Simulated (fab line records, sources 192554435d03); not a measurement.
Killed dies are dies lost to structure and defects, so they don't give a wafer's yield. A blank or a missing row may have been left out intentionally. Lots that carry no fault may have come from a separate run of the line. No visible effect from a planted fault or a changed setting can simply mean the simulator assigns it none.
Chamber matching | flow n5_finfet | ald_sin-01 running N5_SPACER0_ALD_00: 4 sister chambers
The step deposits SiOCN, target thk 3.5 nm, pulse time 3 s, purge time 2 s. 4 wafers are shown with their chamber, then 6 later ones without.

## WAFERS WITH THEIR CHAMBER
wafer  | chamber | heater_power_w (W)
L143.1 | 2       | 828
L144.2 | 3       | 794
L146.1 | 0       | 887
L146.5 | 1       | 811

## WAFERS WITH NO CHAMBER GIVEN
wafer  | heater_power_w (W)
L153.1 | 794
L153.5 | 811
L153.6 | 811
L155.3 | 862
L155.4 | 803
L155.5 | 890

## THE CHAMBER EACH PASSED THROUGH
wafer  | from the rows above          | in truth
L153.1 | can't be placed: 3 or 1      | 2
L153.5 | can't be placed: 1 or 2 or 3 | 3
L153.6 | can't be placed: 1 or 2 or 3 | 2
L155.3 | can't be placed: 0 or 2      | 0
L155.4 | can't be placed: 1 or 3 or 2 | 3
L155.5 | 0                            | 0
1 of 6 placed correctly. These rows do not allow placing 5 (true chamber among the candidates in 4). 0 placed wrongly.
How it was worked out, from the rows above alone: a wafer's distance from a chamber is the root of the sum, over the readings, of the square of ((its reading less the chamber's mean) divided by the reading's scatter). The wafer belongs to the nearest chamber; if the next one is less than 2 further off, it can't be placed. Each chamber's mean is taken over the wafers shown for it. The scatter: root of mean squared gap, hidden wafer to nearest shown wafer, with one shown wafer a chamber.
